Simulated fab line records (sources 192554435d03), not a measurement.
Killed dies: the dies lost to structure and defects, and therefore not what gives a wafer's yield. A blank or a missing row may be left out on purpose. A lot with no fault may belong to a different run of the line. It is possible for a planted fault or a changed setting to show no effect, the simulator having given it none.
Split-lot study ; flow n5 finfet ; 7 lots, 21 wafers read, on a route of 1938 steps

SPLIT DETAILS
At N5_BEOL_M0_SAQP_PECVD_04 (deposits a-Si from SiH4/He, target thk 60 nm, time 60.2 s), the setting time s was moved away from the recipe's 60.2 s on 3 of the 21 wafers read, by -6.5% to +7.6%. The other wafers ran this setting at the recipe's value.

FROM THE SPLIT TO THE READING: what the file shows between them, 4 steps
- N5_BEOL_M0_SAQP_THK_MEAS_05
- N5_BEOL_M0_SAQP_DEVELOP_13: develop time 30 s (also split here: develop time s)
- N5_BEOL_M0_SAQP_HM_OPEN_112: chemistry CHF3/O2, target SiO2, stops on a-Si, target depth 12 nm, time 13.5 s
- N5_BEOL_M0_SAQP_STRIP_113: strips in CHF3/O2

THE READING
etch.depth nm (the simulator's own value, which no gauge read), in nm, at N5_BEOL_M0_SAQP_MANDREL_ETCH_20 (etches a-Si in HBr/Cl2, stops on SiNx, target depth 60 nm, bt time 10 s, time 30 s). No usual value for it is given in the file. Average 59.85 nm, standard deviation 0.62 nm, over the 18 wafers here run with the recipe.

wafer;tool, chamber at the split;time s as run, s;against the recipe;etch.depth nm, nm;against lot-mates on the recipe
L076.1;pecvd-03, 1,0;60.2;recipe;59.5;-
L076.3;pecvd-03, 1,0;60.2;recipe;59.57;-
L076.4;pecvd-03, 1;60.2;recipe;59.92;-
L083.1;pecvd-02, 1;60.2;recipe;59.16;-
L083.3;pecvd-02, 2;60.2;recipe;58.9;-
L083.4;pecvd-02, 2;60.2;recipe;59.88;-
L084.1;pecvd-01, 0;60.2;recipe;59.09;-
L084.3;pecvd-01, 2;60.2;recipe;59.04;-
L084.5;pecvd-01, 2;60.2;recipe;60.58;-
L086.1;pecvd-02, 2;60.2;recipe;59.53;-
L086.2;pecvd-02, 1;60.2;recipe;59.34;-
L086.6;pecvd-02, 2;60.2;recipe;61.07;-
L090.1;pecvd-03, 0;56.27;-6.5%;55.81;-4.72
L090.4;pecvd-03, 2;60.2;recipe;60.73;-
L090.6;pecvd-03, 1;60.2;recipe;60.34;-
L096.1;pecvd-01, 1;60.2;recipe;59.92;-
L096.3;pecvd-01, 1,2;64.76;+7.6%;64.94;+5.02
L096.4;pecvd-01, 1,2;64.76;+7.6%;65.01;+5.09
L097.2;pecvd-03, 0;60.2;recipe;59.82;-
L097.4;pecvd-03, 0;60.2;recipe;60.33;-
L097.5;pecvd-03, 2;60.2;recipe;60.6;-
The file does not say which wafer passed through which chamber wherever a row lists several chambers: such a row stands for several wafers.

THE FIT
A straight line over all 21 wafers: etch.depth nm changes by +0.66 nm for each +1% of time s; r = +0.95; the points scatter about the line by 0.61 nm.
The same after taking each lot's own level away (the mean of its wafers on the recipe; 21 wafers): +0.684 nm for each +1%; r = +0.97; scatter 0.48 nm.
On that fit, the largest move of time s shifts the reading by 5.2 nm.
Measured against the standard deviation above, the lots' own levels, which go from 59.313 to 60.535 nm, span 2.0 times it.
The two slopes agree, so the slope changes little with the lot-to-lot level.
Check: with one of the wafers moved furthest among these (+7.6%) left out of the fit, the line predicts +5.24 nm for it against its lot-mates. It came out at +5.02 nm against them.

OTHER SPLITS ON THESE WAFERS
Before the reading, these wafers also passed through other splits. Each is held against what the fit with the lots' levels taken away leaves over:
other split on the same wafers;wafers away from the commonest value;r with etch.depth nm (lot level and that fit taken away)
N5_HKMG_FIN_ETCH_32 bias w;9;-0.02
N5_GATE_CUT_CUT_ETCH_54 icp w;4;-0.13
N5_MOL_CONTACT_COAG_ALD_27 ald cycles;7;-0.06
N5_MOL_CONTACT_COAG_PECVD_31 temp c;10;-0.03
N5_BEOL_M0_SAQP_DEVELOP_13 develop time s;4;+0.22

THE WHOLE CHAIN: every reading that the file lists as answering this split, in the file's order
step;what it does;reading;change (the file's fit);r (the file's)
N5_BEOL_M0_SAQP_PECVD_04;deposits a-Si from SiH4/He, target thk 60 nm, time 60.2 s;a-Si_of_BEOL_M0_SAQP_PECVD_04.thk nm (the simulator's own value, which no gauge read);+0.692 nm for each +1% of the setting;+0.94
N5_BEOL_M0_SAQP_THK_MEAS_05;;thk nm;withheld for each +1% of the setting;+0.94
N5_BEOL_M0_SAQP_MANDREL_ETCH_20;etches a-Si in HBr/Cl2, stops on SiNx, target depth 60 nm, bt time 10 s, time 30 s;etch.depth nm (the simulator's own value, which no gauge read);+0.691 nm for each +1% of the setting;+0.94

THE FILE'S OWN FIT
etch.depth nm changes by +0.691 nm for each +1% of time s, r = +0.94.
